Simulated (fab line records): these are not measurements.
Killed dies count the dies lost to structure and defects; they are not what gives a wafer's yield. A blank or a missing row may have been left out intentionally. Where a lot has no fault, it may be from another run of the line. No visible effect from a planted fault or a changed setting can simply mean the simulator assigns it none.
fab line records	flow n5Finfet
[record] lots = 5	wafers = 15	lastDay = 19
route steps=1938 shown PMOS_HMC_CHANNEL_EPI@86 FIN_SAQP@90 BEOL_M4@1111 PASSIVATION@1936
lots that met no fault: taken from a fault-free run of the same line
startH: start of the lot's first displayed wafer, in hours after the record's first day	waitH: hours elapsed since this lot's preceding step	" identical to the entry in the row above	L1.1+2: one row covering several wafers at once	- value missing, or start not given	* or withheld: withheld	< > ~ a bound
route shown NAME@n: NAME is a module with steps in the file, n the number in the route of the first one	usual: mean and standard deviation over wafers with no fault	same: alike in all rows	chamber/n: place in a boat	sites: readings site by site	_std_site: standard deviation across them	_edge_site: inner sites' mean taken away from outer sites' mean	radiusMm: how far each site lies from the wafer's centre	mask NAME#n: copy n	behind: the most recent tool/chamber to have shaped the wafer	hold: what put the lot on hold/how long, in hours/how the hold closed	device: the n, p or np transistor that did not switch	end of line: the tests these same wafers got at the end of their route	a step without rows: its recipe alone	killed: dies lost to structure and defects at the first sort, not the wafer's yield	map: a wafer's dies, marking killed ones x, the rest . and places with no die _
set.NAME: setting as actually run; set.NAME@STEP: the setting as run at that earlier step	model.NAME: the simulator's own value behind a step, which no gauge read
a table for each step, a row for each wafer; lots at some steps of the route
services: the hour from which a tool's chamber was out of use, counted from the record's first day as startH (under 0 if before that day), plus the number of hours and why
[[steps]]
[step N5_PMOS_HMC_CHANNEL_EPI_SRD_25]
[recipe] dry = ipaMarangoni	doPpb = 5	timeS = 30	tempC = 23	rinseLiquid = diw
[step N5_PMOS_HMC_CHANNEL_EPI_EPI_26]
[recipe] material = Si	targetThkA = 38	tempC = 650	precursor = SiH4/H2	pressureTorr = 20	timeS = 22.7
[step N5_PMOS_HMC_CHANNEL_EPI_INSPECT_30]
[recipe] inspectInstrument = darkfield	mode = postEpi
[usual] rawDefectCount = 18/6.1
lot.wafer	tool	chamber	startH	waitH	rawDefectCount
L504.3	defectInspect-01	-	32.05	0.0	7
L504.4	"	-	"	"	21
L504.6	"	-	"	"	28
L512.1	defectInspect-02	-	80.09	0.0	16
L512.3	"	-	"	"	11
L512.5	"	-	"	"	21
L520.2	defectInspect-01	-	128.54	0.0	15
L520.3	"	-	"	"	11
L520.4	"	-	"	"	17
L521.1	defectInspect-02	-	134.77	0.0	16
L521.3	"	-	"	"	21
L521.5	"	-	"	"	18
L525.1	defectInspect-01	-	158.39	0.0	38
L525.4	"	-	"	"	9
L525.6	"	-	"	"	19
[step N5_FIN_SAQP_PRECLEAN_42]
[recipe] chemistry = O3/DIW	timeS = 60	tempC = 22	o3Ppm = 10
[step N5_FIN_SAQP_PRECLEAN_00]
[recipe] chemistry = SC1	timeS = 60	tempC = 55	mix = 1:2:50
[step N5_FIN_SAQP_PRECLEAN_44]
[recipe] chemistry = SC2	timeS = 45	tempC = 35	mix = 1:1:50
[step N5_FIN_SAQP_SRD_01]
[recipe] dry = ipaMarangoni	timeS = 30	tempC = 23	rinseLiquid = diw
[step N5_FIN_SAQP_ALD_61]
[recipe] material = SiO2	targetThkA = 40	tempC = 300	aldPrecursorFamily = BDEAS	aldCoReactant = O2-plasma	pulseTimeS = 1	purgeTimeS = 2	coReactantPurgeTimeS = 2	aldCycles = 43	pressureTorr = 2
[step N5_FIN_SAQP_DENSIFY_62]
[recipe] tempC = 700	timeS = 60	ambient = N2	idleTempC = 600	rampUpCPerS = 150	rampDownCPerS = 60	coolToC = 600
[step N5_FIN_SAQP_HM_DEP_03]
[recipe] material = SiNx	targetThkA = 380	tempC = 400	precursor = SiH4/NH3/N2	pressureTorr = 1.5	rfW = 300	timeS = 33.6
[step N5_FIN_SAQP_THK_MEAS_05]
[usual] thkNm = 37.9/0.55
lot.wafer	tool	chamber	startH	waitH	thkNm
L504.3	filmMetro-01	-	33.08	0.1	37.2
L504.4	"	-	"	"	38.4
L504.6	"	-	"	"	38.2
L512.1	filmMetro-02	-	80.73	0.1	38.3
L512.3	"	-	"	"	37.9
L512.5	"	-	"	"	38.4
L520.2	filmMetro-01	-	129.17	0.1	37.7
L520.3	"	-	"	"	38.0
L520.4	"	-	"	"	38.5
L521.1	filmMetro-01	-	135.75	0.1	37.2
L521.3	"	-	"	"	37.5
L521.5	"	-	"	"	38.5
L525.1	filmMetro-02	-	159.02	0.1	36.8
L525.4	"	-	"	"	37.6
L525.6	"	-	"	"	37.4
[step N5_FIN_SAQP_PECVD_47]
[recipe] material = a-Si	targetThkA = 450	tempC = 400	precursor = SiH4/He	pressureTorr = 3	rfW = 100	timeS = 36.3
[usual] heaterPowerW = 856/120	showerheadPlenumPTorr = 5.67/0.056	throttleValvePct = 18.5/0.76
lot.wafer	tool	chamber	startH	waitH	heaterPowerW	showerheadPlenumPTorr	throttleValvePct
L504.3	pecvd-04	1	33.13	0.1	642	5.61	18.4
L504.4	"	0	"	"	954	5.65	17.6
L504.6	"	0	"	"	965	5.67	17.6
L512.1	pecvd-01	1	80.77	0.0	825	5.65	20.0
L512.3	"	2	"	"	1035	5.80	18.7
L512.5	"	1	"	"	783	5.66	20.1
L520.2	pecvd-01	1	129.20	0.0	706	5.67	19.8
L520.3	"	2	"	"	962	5.79	18.8
L520.4	"	2	"	"	966	5.77	18.9
L521.1	pecvd-04	1	135.79	0.0	715	5.62	18.4
L521.3	"	2	"	"	694	5.59	17.4
L521.5	"	0	"	"	903	5.66	17.9
L525.1	pecvd-03	2	159.05	0.0	858	5.64	17.8
L525.4	"	2	"	"	859	5.65	18.1
L525.6	"	2	"	"	870	5.64	18.1
[step N5_FIN_SAQP_PECVD_48]
[recipe] material = SiNx	targetThkA = 250	tempC = 400	precursor = SiH4/NH3/N2	pressureTorr = 1.5	rfW = 300	timeS = 22.1
[usual] heaterPowerW = 780/130	showerheadPlenumPTorr = 5.14/0.076	throttleValvePct = 40.6/1.7
lot.wafer	tool	chamber	startH	waitH	heaterPowerW	showerheadPlenumPTorr	throttleValvePct
L504.3	pecvd-04	1	33.19	0.0	584	5.06	40.4
L504.4	"	0	"	"	903	5.14	38.4
L504.6	"	0	"	"	919	5.13	38.5
L512.1	pecvd-01	1	80.81	0.0	635	5.14	44.1
L512.3	"	2	"	"	1052	5.30	40.9
L512.5	"	1	"	"	646	5.13	43.9
L520.2	pecvd-01	1	129.24	0.0	709	5.14	43.9
L520.3	"	2	"	"	972	5.31	41.3
L520.4	"	2	"	"	983	5.32	41.2
L521.1	pecvd-04	1	135.83	0.0	537	5.06	40.7
L521.3	"	2	"	"	619	5.04	38.4
L521.5	"	0	"	"	796	5.14	39.2
L525.1	pecvd-03	2	159.12	0.0	705	5.10	39.2
L525.4	"	2	"	"	726	5.11	39.5
L525.6	"	2	"	"	702	5.11	39.3
[step N5_FIN_SAQP_PECVD_06]
[recipe] material = a-Si	targetThkA = 600	tempC = 400	precursor = SiH4/He	pressureTorr = 3	rfW = 100	timeS = 48.1
[step N5_FIN_SAQP_THK_MEAS_07]
[usual] thkNm = 60.1/0.71
lot.wafer	tool	chamber	startH	waitH	thkNm
L504.3	filmMetro-01	-	33.35	0.1	60.7
L504.4	"	-	"	"	60.4
L504.6	"	-	"	"	60.5
L512.1	filmMetro-01	-	80.94	0.1	59.9
L512.3	"	-	"	"	59.3
L512.5	"	-	"	"	60.6
L520.2	filmMetro-01	-	129.37	0.1	59.0
L520.3	"	-	"	"	59.9
L520.4	"	-	"	"	60.9
L521.1	filmMetro-01	-	135.96	0.1	59.6
L521.3	"	-	"	"	60.0
L521.5	"	-	"	"	60.7
L525.1	filmMetro-02	-	159.29	0.1	59.9
L525.4	"	-	"	"	59.9
L525.6	"	-	"	"	60.5
[step N5_FIN_SAQP_HM_DEP_72]
[recipe] material = SiO2	targetThkA = 120	tempC = 400	precursor = SiH4/N2O	pressureTorr = 0.75	rfW = 275	timeS = 7.2
[usual] heaterPowerW = 802/110	showerheadPlenumPTorr = 8.14/0.14
lot.wafer	tool	chamber	startH	waitH	heaterPowerW	showerheadPlenumPTorr
L504.3	pecvd-03	2	33.39	0.0	744	8.07
L504.4	"	1	"	"	804	8.04
L504.6	"	2	"	"	743	8.06
L512.1	pecvd-04	0	80.98	0.0	907	8.12
L512.3	"	2	"	"	731	7.99
L512.5	"	2	"	"	746	7.96
L520.2	pecvd-04	0	129.41	0.0	977	8.14
L520.3	"	1	"	"	668	8.00
L520.4	"	2	"	"	742	7.96
L521.1	pecvd-03	2	136.00	0.0	747	8.08
L521.3	"	1	"	"	807	8.03
L521.5	"	2	"	"	736	8.07
L525.1	pecvd-01	0	159.33	0.0	942	8.31
L525.4	"	0	"	"	943	8.30
L525.6	"	1	"	"	722	8.16
[step N5_FIN_SAQP_COAT_49]
[recipe] resist = SOC	tempC = 250	timeS = 60	spinRpm = 1500	resistThkNm = 100
[step N5_FIN_SAQP_COAT_50]
[recipe] resist = SiARC	tempC = 220	timeS = 60	spinRpm = 1500	resistThkNm = 35
[step N5_FIN_SAQP_COAT_10]
[recipe] resist = CAR-ArF	spinRpm = 1500	resistThkNm = 90
[step N5_FIN_SAQP_EBR_12]
[recipe] solvent = PGMEA	ebrWidthMm = 1.5
[step N5_FIN_SAQP_SOFTBAKE_11]
[recipe] tempC = 110	timeS = 60	resist = CAR-ArF
[step N5_FIN_SAQP_EXPOSE_13]
[recipe] maskId = FIN_CORE	na = 1.35	sourceShape = dipole	sigmaInner = 0.538	sigmaOuter = 0.738	polarization = te	targetCdNm = 35.6	doseMj = 63.25
[step N5_FIN_SAQP_PEB_14]
[recipe] pebTempC = withheld	pebTimeS = 60	resist = CAR-ArF
[step N5_FIN_SAQP_DEVELOP_15]
[recipe] developTimeS = 30	developer = TMAH	resist = CAR-ArF	devTempC = 23	rinseLiquid = diw	dry = airSpin
[step N5_FIN_SAQP_CD_MEAS_16]
[recipe] targetCdNm = 35.6	landingEnergyEv = 500	detector = seInlens
[usual] cdNm = 35.6/0.31
[same] landingEnergyEv = 500
lot.wafer	tool	chamber	startH	waitH	cdNm
L504.3	cdSem-01	0	33.72	-	35.1
L504.4	"	0	"	"	35.9
L504.6	"	0	"	"	35.6
L512.1	cdSem-03	0	81.43	-	35.7
L512.3	"	0	"	"	35.7
L512.5	"	0	"	"	35.6
L520.2	cdSem-02	0	129.86	-	35.6
L520.3	"	0	"	"	35.3
L520.4	"	0	"	"	34.7
L521.1	cdSem-03	0	136.44	-	35.6
L521.3	"	0	"	"	35.2
L521.5	"	0	"	"	35.5
L525.1	cdSem-01	0	159.65	-	36.0
L525.4	"	0	"	"	35.9
L525.6	"	0	"	"	35.7
[step N5_FIN_SAQP_OVL_MEAS_17]
[recipe] pointsPerWafer = 44
[usual] FIN_CORE_OVL = -0.4/0.91
lot.wafer	tool	chamber	startH	waitH	FIN_CORE_OVL[nm]
L504.3	overlay-02	0	33.75	0.0	0.8
L504.4	"	0	"	"	0.0
L504.6	"	0	"	"	-0.9
L512.1	overlay-02	0	81.47	0.0	0.0
L512.3	"	0	"	"	-0.9
L512.5	"	0	"	"	-0.5
L520.2	overlay-01	0	129.91	0.0	0.2
L520.3	"	0	"	"	0.5
L520.4	"	0	"	"	0.2
L521.1	overlay-02	0	136.48	0.0	0.0
L521.3	"	0	"	"	1.3
L521.5	"	0	"	"	0.5
L525.1	overlay-02	0	159.69	0.0	-1.7
L525.4	"	0	"	"	0.5
L525.6	"	0	"	"	-0.1
[step N5_FIN_SAQP_INSPECT_18]
[recipe] mode = adi	inspectInstrument = brightfield
[usual] rawDefectCount = 430/110
lot.wafer	tool	chamber	startH	waitH	rawDefectCount
L504.3	defectInspect-01	-	33.78	0.0	330
L504.4	"	-	"	"	349
L504.6	"	-	"	"	570
L512.1	defectInspect-02	-	81.49	0.0	529
L512.3	"	-	"	"	437
L512.5	"	-	"	"	318
L520.2	defectInspect-02	-	129.93	0.0	552
L520.3	"	-	"	"	417
L520.4	"	-	"	"	504
L521.1	defectInspect-02	-	136.51	0.0	482
L521.3	"	-	"	"	611
L521.5	"	-	"	"	738
L525.1	defectInspect-01	-	159.72	0.0	450
L525.4	"	-	"	"	432
L525.6	"	-	"	"	593
[step N5_FIN_SAQP_DESCUM_21]
[recipe] chemistry = O2	timeS = 7.9	sourcePowerW = 50	biasPowerW = 20	pressureMtorr = 20	rfFrequencyHz = 2.712e+07	tempC = 40	resist = CAR-ArF	o2FlowSccm = 225
[step N5_FIN_SAQP_ETCH_51]
[recipe] chemistry = CF4	target = SiARC	targetDepthA = 455	maskMaterial = CAR-ArF	timeS = 75.8	ionEnergyEv = 80	pressureMtorr = 40	sourceW = 545	biasW = 36	Ar_flow_sccm = 100	cf4FlowSccm = 100	ends = cleared
[usual] drypumpMotorCurrentA = 5.9/0.5	etchRfOnTimeS = 75.7/1	oesProductAu = 0.68/0.068	rfVppV = 184.5/1.2	showerheadPlenumPTorr = 2.18/0.077	throttleValvePct = 15.61/0.21
lot.wafer	tool	chamber	startH	waitH	drypumpMotorCurrentA	etchRfOnTimeS	oesProductAu	rfHoursCounterH	rfVppV	showerheadPlenumPTorr	throttleValvePct
L504.3	rieDiel-02	2	35.19	0.0	6.1	75.7	0.62	198	182.8	2.04	15.89
L504.4	"	3	"	"	5.8	75.2	0.76	44	184.3	2.27	15.65
L504.6	"	0	"	"	6.1	75.9	0.66	-	185.0	2.24	15.57
L512.1	rieDiel-05	2	81.82	0.0	5.9	76.2	0.62	194	186.0	2.21	15.43
L512.3	"	1	"	"	4.9	76.3	0.81	12	184.3	2.10	15.28
L512.5	"	0	"	"	5.7	75.0	0.67	-	185.8	2.25	15.67
L520.2	rieDiel-05	1	130.15	0.0	4.9	75.7	0.77	31	182.9	2.09	15.30
L520.3	"	3	"	"	6.4	75.0	0.63	172	185.8	2.22	15.81
L520.4	"	2	"	"	5.9	75.2	0.61	210	183.8	2.21	15.48
L521.1	rieDiel-03	2	136.57	0.0	5.8	74.8	0.79	12	186.3	2.27	15.64
L521.3	"	3	"	"	6.1	74.4	0.67	137	183.9	2.14	15.64
L521.5	"	1	"	"	6.7	77.4	0.65	-	185.6	2.22	15.31
L525.1	rieDiel-02	2	159.79	0.0	6.0	75.5	0.60	243	182.2	2.03	15.98
L525.4	"	1	"	"	5.0	76.8	0.76	30	183.5	2.10	15.43
L525.6	"	3	"	"	5.8	74.3	0.72	-	185.0	2.25	15.72
[step N5_FIN_SAQP_ETCH_52]
[recipe] chemistry = N2/H2	target = SOC	targetDepthA = 1000	overetchA = 200	maskMaterial = SiARC	tempC = 40	timeS = 150	ionEnergyEv = 200	pressureMtorr = 30	sourceW = 840	biasW = 150	n2FlowSccm = 200	h2FlowSccm = 200	ends = endPoint
[usual] drypumpMotorCurrentA = 5.9/0.5	oesProductAu = 0.71/0.07	rfVppV = 525.1/2.8	showerheadPlenumPTorr = 2.59/0.096	throttleValvePct = 17.82/0.24
lot.wafer	tool	chamber	startH	waitH	drypumpMotorCurrentA	oesProductAu	rfHoursCounterH	rfVppV	showerheadPlenumPTorr	throttleValvePct
L504.3	rieDiel-02	2	35.24	0.0	6.0	0.65	198	520.9	2.42	18.06
L504.4	"	3	"	"	5.8	0.79	44	527.3	2.70	17.93
L504.6	"	0	"	"	6.2	0.69	-	526.4	2.65	17.74
L512.1	rieDiel-05	2	81.88	0.0	5.9	0.65	194	526.5	2.63	17.58
L512.3	"	1	"	"	4.9	0.84	12	523.3	2.49	17.41
L512.5	"	0	"	"	5.7	0.70	-	526.8	2.69	18.01
L520.2	rieDiel-05	1	130.21	0.0	4.9	0.81	31	522.8	2.48	17.43
L520.3	"	3	"	"	6.4	0.66	172	525.2	2.63	17.88
L520.4	"	2	"	"	5.9	0.64	210	526.5	2.62	17.60
L521.1	rieDiel-03	2	136.63	0.0	5.8	0.83	12	527.7	2.72	17.98
L521.3	"	3	"	"	6.1	0.69	138	525.8	2.54	17.81
L521.5	"	1	"	"	6.7	0.68	-	527.4	2.65	17.47
L525.1	rieDiel-02	2	159.84	0.0	6.0	0.62	243	519.9	2.40	18.13
L525.4	"	1	"	"	5.0	0.80	30	520.9	2.50	17.80
L525.6	"	3	"	"	5.8	0.75	-	527.3	2.68	17.99
[step N5_FIN_SAQP_STRIP_53]
[recipe] chemistry = N2/H2	tempC = 40	n2FlowSccm = 200	h2FlowSccm = 200	rfFrequencyHz = 6e+07
[step N5_FIN_SAQP_HM_OPEN_73]
[recipe] chemistry = CHF3/O2	target = SiO2	stopOn = a-Si	targetDepthA = 120	overEtchFrac = 1.8	maskMaterial = SOC	timeS = 16.8	pressureMtorr = 30	sourceW = 650	biasW = 170	Ar_flow_sccm = 200	CHF3_flow_sccm = 50	O2_flow_sccm = 5	ionEnergyEv = 200	ends = endPoint
[step N5_FIN_SAQP_STRIP_74]
[recipe] chemistry = CHF3/O2	resist = SiARC	rfFrequencyHz = 6e+07
[step N5_FIN_SAQP_MANDREL_ETCH_22]
[recipe] targetDepthA = 600	chemistry = HBr/Cl2	target = a-Si	stopOn = SiNx	btTimeS = 10	overEtchFrac = 0.5	timeS = 30	pressureMtorr = 10	icpW = 800	biasW = 75	HBr_flow_sccm = 150	Cl2_flow_sccm = 80	ends = endPoint
[step N5_FIN_SAQP_STRIP_55]
[recipe] chemistry = N2/H2	powerW = 500	tempC = 40	pressureMtorr = 50	rfFrequencyHz = 6e+07	overashFraction = 0.3	biasPowerW = 28	h2Frac = 0.5	n2FlowSccm = 300	h2FlowSccm = 300
[step N5_FIN_SAQP_STRIP_23]
[recipe] chemistry = SPM	timeS = 750	tempC = 130	h2so4H2o2VolRatio = 4
[step N5_FIN_SAQP_SRD_66]
[recipe] dry = ipaMarangoni	timeS = 30	tempC = 23	rinseLiquid = diw
[step N5_FIN_SAQP_RECESS_75]
[recipe] chemistry = HF/NH3	target = SiO2	targetDepthA = 144	afsCycles = 3	tempC = 30	sublimationTempC = 180	sublimationTimeS = 60
[step N5_FIN_SAQP_SPACER1_ALD_24]
[recipe] material = SiO2	targetThkA = 203	tempC = 300	aldPrecursorFamily = BDEAS	aldCoReactant = O2-plasma	pulseTimeS = 1	purgeTimeS = 2	coReactantPurgeTimeS = 2	aldCycles = 218	pressureTorr = 2
[step N5_FIN_SAQP_SPACER1_ETCHBACK_25]
[recipe] chemistry = CHF3/O2	mode = anisotropicEtchback	target = SiO2	targetDepthA = 244	timeS = 12.2	pressureMtorr = 30	sourceW = 650	biasW = 170	Ar_flow_sccm = 200	CHF3_flow_sccm = 50	O2_flow_sccm = 5	ionEnergyEv = 200
[usual] CHF3_flow_sccm = 49.97/0.15	drypumpMotorCurrentA = 5.8/0.51	oesProductAu = 0.79/0.082	rfVppV = 527/5.8	showerheadPlenumPTorr = 2.45/0.089	throttleValvePct = 18.91/0.21
lot.wafer	tool	chamber	startH	waitH	CHF3_flow_sccm	drypumpMotorCurrentA	oesProductAu	rfHoursCounterH	rfVppV	showerheadPlenumPTorr	throttleValvePct
L504.3	rieDiel-02	3	37.36	0.5	50.03	5.8	0.89	46	533	2.55	18.99
L504.4	"	2	"	"	49.85	6.1	0.73	199	523	2.30	19.20
L504.6	"	1	"	"	50.12	5.0	0.68	-	520	2.37	19.06
L512.1	rieDiel-02	3	83.62	0.4	50.06	5.8	0.86	65	533	2.55	19.02
L512.3	"	0	"	"	50.06	6.2	0.76	150	537	2.52	18.89
L512.5	"	1	"	"	49.94	4.9	0.95	-	520	2.36	18.68
L520.2	rieDiel-03	0	132.09	0.4	49.97	6.4	0.69	249	533	2.47	18.94
L520.3	"	3	"	"	49.86	6.1	0.78	136	518	2.41	18.91
L520.4	"	1	"	"	50.03	6.7	0.75	156	529	2.50	18.55
L521.1	rieDiel-05	0	138.34	0.4	49.79	5.6	0.75	114	528	2.52	19.00
L521.3	"	2	"	"	49.59	5.9	0.71	212	527	2.48	18.68
L521.5	"	1	"	"	50.09	4.9	0.89	-	521	2.36	18.65
L525.1	rieDiel-02	0	161.72	0.4	50.12	6.3	0.73	176	538	2.51	18.95
L525.4	"	2	"	"	50.10	6.1	0.70	243	521	2.28	19.27
L525.6	"	1	"	"	50.08	5.0	0.88	-	521	2.35	18.70
[step N5_FIN_SAQP_MANDREL1_REMOVE_56]
[recipe] chemistry = HBr/Cl2/O2	btTimeS = 10	target = a-Si	stopOn = SiNx	endpoint = OES-SiCl	overEtchFrac = 1	icpW = 600	biasW = 22	HBr_flow_sccm = 150	Cl2_flow_sccm = 80	O2_flow_sccm = 5	pressureMtorr = 10
[step N5_FIN_SAQP_MANDREL_ETCH_58]
[recipe] chemistry = HBr/Cl2	target = a-Si	targetDepthA = 450	btTimeS = 10	stopOn = SiNx	maskMaterial = SiO2	overEtchFrac = 0.8	timeS = 27	pressureMtorr = 10	icpW = 800	biasW = 75	HBr_flow_sccm = 150	Cl2_flow_sccm = 80	ends = endPoint
[usual] drypumpMotorCurrentA = 5.8/0.49	oesProductAu = 0.702/0.012	throttleValvePct = 35.5/0.32
lot.wafer	tool	chamber	startH	waitH	drypumpMotorCurrentA	oesProductAu	rfHoursCounterH	throttleValvePct
L504.3	rieSi-06	0	37.79	0.0	5.1	0.692	65	35.7
L504.4	"	2	"	"	6.1	0.717	43	35.6
L504.6	"	1	"	"	5.4	0.697	-	35.2
L512.1	rieSi-05	1	84.00	0.0	6.1	0.712	99	36.1
L512.3	"	2	"	"	6.8	0.684	1	35.9
L512.5	"	1	"	"	6.1	0.723	-	36.1
L520.2	rieSi-06	3	132.49	0.0	5.6	0.694	159	35.4
L520.3	"	0	"	"	5.1	0.689	67	35.7
L520.4	"	2	"	"	6.1	0.708	44	35.6
L521.1	rieSi-06	2	138.85	0.0	6.2	0.648	45	35.7
L521.3	"	0	"	"	5.1	0.704	67	35.7
L521.5	"	1	"	"	5.4	0.701	-	35.2
L525.1	rieSi-05	3	162.11	0.0	6.1	0.697	39	35.3
L525.4	"	0	"	"	5.3	0.692	1	35.1
L525.6	"	1	"	"	6.0	0.706	-	36.1
[step N5_BEOL_M4_RC_MEAS_101]
[usual] DIBL_N = 36.4/1.4	DIBL_P = 36.4/1.5	IOFF_N = 0.156/0.022	IOFF_P = 0.210/0.023	ION_N = 675/9.1	ION_P = 463/5.7	SS_N = 71.6/0.45	SS_P = 73.3/0.56	VT_N = 250/3.1	VT_P = -250.3/2.3
lot.wafer	tool	chamber	startH	waitH	DIBL_N[mV/V]	DIBL_P[mV/V]	IOFF_N[nA/um]	IOFF_P[nA/um]	ION_N[uA/um]	ION_P[uA/um]	SS_N[mV/dec]	SS_P[mV/dec]	VT_N[mV]	VT_P[mV]
L504.3	prober-02	0	222.31	0.3	34.3	35.7	0.142	0.197	676	461	71.1	73.2	250	-248.7
L504.4	"	0	"	"	35.4	36.7	0.159	0.208	681	459	71.0	72.6	248	-250.5
L504.6	"	0	"	"	35.1	36.3	0.151	0.209	669	460	70.4	73.2	248	-247.9
L512.1	prober-02	0	256.94	0.0	38.4	38.2	0.176	0.193	674	451	72.1	74.2	249	-253.9
L512.3	"	0	"	"	37.3	38.2	0.160	0.187	674	458	72.0	73.6	249	-254.2
L512.5	"	0	"	"	37.7	37.1	0.151	0.172	664	449	72.8	73.3	252	-255.6
L520.2	prober-02	0	306.25	0.2	38.1	36.5	0.167	0.231	679	466	71.3	73.3	251	-248.7
L520.3	"	0	"	"	36.9	35.3	0.149	0.216	675	465	71.3	72.9	251	-249.1
L520.4	"	0	"	"	36.9	35.2	0.148	0.219	671	469	71.4	72.7	254	-251.0
L521.1	prober-02	0	310.96	0.0	34.6	35.7	0.124	0.189	660	465	71.1	72.1	249	-249.2
L521.3	"	0	"	"	34.8	36.3	0.135	0.187	667	463	71.1	72.6	253	-251.5
L521.5	"	0	"	"	34.5	35.2	0.127	0.180	671	460	71.5	72.2	252	-251.7
L525.1	prober-02	0	342.18	0.0	34.4	34.2	0.117	0.185	655	450	71.2	72.3	256	-249.0
L525.4	"	0	"	"	34.6	35.9	0.135	0.201	662	464	71.7	73.5	251	-250.3
L525.6	"	0	"	"	35.1	35.6	0.128	0.197	657	463	71.3	73.3	256	-251.1
[step N5_PASSIVATION_PROBE_49]
[usual] defectLimitedYield = 91.5/1.3	killed_at_M0_to_M3 = 33/10	killed_at_M4_up = 13/4	killedAtContacts = 12/6.3	killedAtFrontEnd = 39/11	killedAtOther = 3.4/2.6	killedDies = 100/15	killedOpen = 65/11	killedShort = 34/7.8	sort_bin_5_function = 5.0/0.89	sort_bin_6_memory = 3.2/0.58	sortNPass = 1080/15	sortYieldPct = 91.5/1.3
[same] grossDies = 1180	killedAtBackSide = 0	sort_bin_4_leakage[%] = 0	sort_bin_8_speed[%] = 0
lot.wafer	tool	chamber	startH	waitH	defectLimitedYield[%]	killed_at_M0_to_M3	killed_at_M4_up	killedAtContacts	killedAtFrontEnd	killedAtOther	killedDies	killedOpen	killedShort	sort_bin_5_function[%]	sort_bin_6_memory[%]	sortNPass	sortYieldPct[%]
L512.1	prober-01	-	369.37	0.0	89.8	56	18	8	37	1	120	79	39	6.0	3.7	1060	89.8
L512.3	prober-01	-	369.47	0.1	92.2	48	7	15	21	1	92	57	29	4.2	3.1	1088	92.2
L512.5	prober-01	-	369.57	0.2	91.0	56	13	6	29	2	106	70	33	5.5	3.2	1074	91.0
L521.1	prober-02	-	418.76	0.0	89.8	32	16	8	63	1	120	83	36	6.0	3.7	1060	89.8
// killed by level:class
L512.1 BEOL_M0_SAQP:geometricParticle:short=17 BEOL_M0_SAQP:geometricParticle:open=12 FIN_SAQP:geometricParticle:open=10 BEOL_M2:geometricParticle:open=8 BEOL_M4:geometricParticle:open=8 FIN_SAQP:geometricParticle:short=7 MOL_CONTACT_COAG:geometricParticle:open=7 STI_FIN_REVEAL:geometricParticle:open=7
L512.3 BEOL_M0_SAQP:geometricParticle:short=13 MOL_CONTACT_COAG:geometricParticle:open=12 BEOL_M0_SAQP:geometricParticle:open=10 BEOL_M3:geometricParticle:open=10 STI_FIN_REVEAL:geometricParticle:open=7 BEOL_M2:geometricParticle:open=6 FIN_SAQP:geometricParticle:short=5 BEOL_M1:geometricParticle:open=4
L512.5 BEOL_M0_SAQP:geometricParticle:open=20 BEOL_M0_SAQP:geometricParticle:short=14 FIN_SAQP:geometricParticle:short=9 BEOL_M3:geometricParticle:open=7 FIN_SAQP:geometricParticle:open=6 MOL_CONTACT_COAG:geometricParticle:open=6 BEOL_M2:geometricParticle:open=6 BEOL_M4:geometricParticle:open=4
L521.1 STI_FIN_REVEAL:geometricParticle:open=16 DUMMY_GATE:geometricParticle:open=12 FIN_SAQP:geometricParticle:open=9 BEOL_M0_SAQP:geometricParticle:short=9 MOL_CONTACT_COAG:geometricParticle:open=8 BEOL_M0_SAQP:geometricParticle:open=7 BEOL_M3:geometricParticle:open=7 FIN_SAQP:geometricParticle:short=6
[[services]]
tool	chamber	startH	hours	kind
pecvd-01	-	16.94	6.0	pm
pecvd-03	-	20.03	5.5	pm
pecvd-04	2	21.15	-	clean
pecvd-04	2	21.15	-	consumableReplace:showerhead
pecvd-04	2	21.15	29.0	scheduledDown
pecvd-04	2	21.15	29.0	ventCycle
rieSi-05	3	22.38	6.4	repair
rieDiel-03	0	22.63	6.3	repair
pecvd-04	-	26.44	1.1	repair
rieDiel-05	1	29.22	-	clean
rieDiel-03	-	31.94	14.6	pm
pecvd-01	2	36.73	17.1	repair
rieDiel-03	1	48.64	15.8	repair
rieDiel-02	1	49.54	-	clean
rieDiel-02	1	49.54	-	consumableReplace:focusRing
rieDiel-02	1	49.54	16.0	scheduledDown
rieDiel-02	1	49.54	16.0	ventCycle
rieSi-05	-	64.55	15.6	pm
rieSi-06	-	83.31	4.3	pm
pecvd-03	-	98.90	2.8	pm
rieDiel-03	-	99.11	2.8	pm
rieDiel-02	3	127.94	2.0	repair
pecvd-04	1	131.32	2.1	scheduledDown
pecvd-03	-	154.73	0.5	repair
[[key]]
[firstSign] step = N5_FIN_SAQP_MANDREL_ETCH_58	reading = oesProductAu	direction = down	sigmas = 4.4	usual = 0.702	struck = 0.648
effect none on later readings
metAt N5_FIN_SAQP_PECVD_47
struckWafers L521.1
onsetBetween 33.13 135.79
[fault] kind = siteProfileDrift	tool = pecvd-04	chamber = 1	onsetH = 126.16	steps = N5_FIN_SAQP_PECVD_47	basis = fraction	maxAbsDrift = 0.3668	slopeSharePerHr = 81.511	sitePattern = 0,0,0,0,0,-1,-1,-1,-1
